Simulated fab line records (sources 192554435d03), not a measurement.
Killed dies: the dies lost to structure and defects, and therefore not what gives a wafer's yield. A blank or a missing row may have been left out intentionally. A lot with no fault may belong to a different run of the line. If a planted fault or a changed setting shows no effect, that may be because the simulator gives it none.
Comparing a struck lot with a sound one ; flow n5-finfet ; 33 out of 1938 route steps
Sound: wafers L128.1, L128.4, L128.5. Wafers struck: L136.3, L136.5, L136.6. Last of all comes the cause.
Order at every step that has rows: each side's tool, ch and its chambers, its first start. Under that, the readings that differ: sound wafers ; struck wafers ; difference of the means ; sigmas: that difference in standard deviations of wafers without a fault.
alike: words and numbers the same on both sides, and readings whose means are apart by under 2 such deviations; not compared: readings that were withheld, readings missing a value for some wafer, numbers with overlapping values and no deviation given by the record, and bounds like >300 which may hide the same value.
Wherever a step has rows on one side only, a row that says differs or no value, or a row with sigmas, the two part there. When numbers do not overlap yet have no deviation, they are printed without sigmas and do not part them. A reading that every wafer of one side lacks parts them only if that side has two wafers or more.

first, 1 step without rows for these wafers: N5_BEOL_M9_CURE_72 (cures SiCOH lowk, time 120 s).
N5_BEOL_M9_DEGAS_44: time 60 s.
  sound on pvd-sputter-02 at day 11 03:21; struck on pvd-sputter-03 at day 13 13:27
reading;sound;struck;difference;sigmas
heater-power-w (W);382 306 386;329 288 310;-49;-2
N5_BEOL_M9_PRE_CLEAN_45: time 30 s.
  sound on pvd-sputter-02 at day 11 03:23; struck on pvd-sputter-03 at day 13 13:29
  alike: heater-power-w
then, 1 step without rows for these wafers: N5_BEOL_M9_ALD_74 (deposits TaN, target thk 2 nm, pulse time 2 s, purge time 3 s).
N5_BEOL_M9_SURFACE_TREAT_79:
  sound on pvd-sputter-01 at day 11 03:47; struck on pvd-sputter-03 at day 13 14:13
  not compared: throttle-valve-pct
then, 4 steps without rows for these wafers: N5_BEOL_M9_CVD_78 (deposits Co from CCTBA/H2, target thk 2 nm, time 138.9 s); N5_BEOL_M9_SPUTTER_48 (material Cu, target thk 12 nm, time 2 s); N5_BEOL_M9_ECD_50 (material Cu, target thk 318 nm); N5_BEOL_M9_ANNEAL_51 (time 90 s).
N5_BEOL_M9_CMP_52: polishes, stops on SiCOH lowk, t overpolish 7 s, target thk 140 nm.
  sound on cmp-01 ch 1,2, day 11 05:52; struck on cmp-03 ch 0,2,3, day 13 15:15
  alike: barrier-field-endpoint-s, motor-current-A, overpolish-run-s, time-to-endpoint-s
  not compared: pad-life-wafers
N5_BEOL_M9_THK_MEAS_53: measures by xrf.
  sound on film-metro-02 at day 11 06:09; struck on film-metro-02 at day 13 15:26
  alike: M9_THK
then, 1 step without rows for these wafers: N5_BEOL_M9_PRE_CLEAN_55 (time 15 s).
N5_BEOL_M9_DEP_56: deposits SiCN from 3MS/NH3, target thk 15 nm, time 26.5 s.
  sound on pecvd-04 ch 0,1, day 11 06:13; struck on pecvd-04 ch 0,1,2, day 13 15:29
  alike: showerhead-plenum-p-Torr, throttle-valve-pct
N5_BEOL_M9_RS_MEAS_57: measures by four-point-probe.
  sound on film-metro-02 at day 11 06:17; struck on film-metro-01 at day 13 15:34
  alike: M9_RS
N5_BEOL_M9_INSPECT_58: inspects for defects (darkfield).
  sound on defect-inspect-02 at day 11 06:19; struck on defect-inspect-02 at day 13 15:35
reading;sound;struck;difference;sigmas
raw-defect-count;85 94 74;1013 988 1001;+916;+40
then, 2 steps without rows for these wafers: N5_BEOL_M10_ILD_DEP_00 (deposits SiCOH lowk from DEMS/porogen, target thk 308.51 nm, time 58 s); N5_BEOL_M10_CURE_71 (cures SiCOH lowk, time 240 s).
N5_BEOL_M10_THK_MEAS_01:
  sound on film-metro-01 at day 11 06:56; struck on film-metro-01 at day 13 16:26
  alike: M10_ILD_THK
then, 10 steps without rows for these wafers: N5_BEOL_M10_PECVD_70 (deposits SiO2 from TEOS/O2, target thk 20 nm, time 22.7 s); N5_BEOL_M10_HM_DEP_02 (deposits TiN, target thk 20 nm); N5_BEOL_M10_COAT_59 (time 60 s, resist thk 100 nm); N5_BEOL_M10_COAT_60 (time 60 s, resist thk 30 nm); N5_BEOL_M10_COAT_05 (resist thk 90 nm); N5_BEOL_M10_EBR_07; N5_BEOL_M10_SOFTBAKE_06 (time 60 s); N5_BEOL_M10_EXPOSE_08 (exposes mask M10); N5_BEOL_M10_PEB_09 (peb time 60 s); N5_BEOL_M10_DEVELOP_10 (develop time 30 s).
N5_BEOL_M10_CD_MEAS_11 targets a cd of 64.1 nm.
  sound on cd-sem-02 ch 0, day 11 08:43; struck on cd-sem-02 ch 0, day 13 18:50
reading;sound;struck;difference;sigmas
cd-nm (nm);62.5 63.5 64.1;65.5 65.3 65.7;+2.1;+3
N5_BEOL_M10_OVL_MEAS_12:
  sound on overlay-02 ch 0, day 11 08:45; struck on overlay-02 ch 0, day 13 18:52
  alike: M10_OVL
N5_BEOL_M10_INSPECT_13: inspects for defects (brightfield).
  sound on defect-inspect-01 at day 11 08:46; struck on defect-inspect-02 at day 13 18:54
reading;sound;struck;difference;sigmas
raw-defect-count;493 504 421;1347 1497 1293;+906;+9
N5_BEOL_M10_DESCUM_16: chemistry O2, time 7.9 s.
  sound on rie-diel-04 ch 0,3, day 11 08:58; struck on rie-diel-01 ch 0,3, day 13 19:02
  alike: drypump-motor-current-A, oes-product-au, rf-vpp-V, showerhead-plenum-p-Torr, throttle-valve-pct
  not compared: rf-hours-counter-h
-- the record jumps here: 3 days lie between the struck wafers' starts before and after (it left off in module BEOL_M10 and takes up again in module PASSIVATION, whose first step shown is number 1936 of the route) --
N5_PASSIVATION_PROBE_49:
  sound on prober-02 at day 13 20:27; struck on prober-02 at day 16 07:59
reading;sound;struck;difference;sigmas
defect-limited-yield (%);92.5 93.2 93.4;84.2 84.8 84.9;-8.4;-5
killed_at_M4_up;20 10 11;114 86 95;+85;+16
killed-dies;88 80 78;186 179 178;+99;+6
killed-on-rim;15 13 8;28 34 39;+22;+5
sort_bin_5_function (%);4.8 4.5 4.1;10.3 8.1 8.0;+4.3;+5
sort_bin_6_memory (%);2.3 2.2 2.5;3.2 4.6 4.6;+1.8;+2
sort-n-pass;1092 1100 1102;994 1001 1002;-99;-5
sort-yield-pct (%);92.5 93.2 93.4;84.2 84.8 84.9;-8.4;-5
  alike: killed_at_M0_to_M3, killed-at-contacts, killed-at-front-end, killed-at-other, killed-open, killed-short, sort_bin_8_speed

WHERE THEY PART
At N5_BEOL_M9_DEGAS_44 first; at N5_PASSIVATION_PROBE_49 last (within this record only).

WHY: the cause the simulator had injected
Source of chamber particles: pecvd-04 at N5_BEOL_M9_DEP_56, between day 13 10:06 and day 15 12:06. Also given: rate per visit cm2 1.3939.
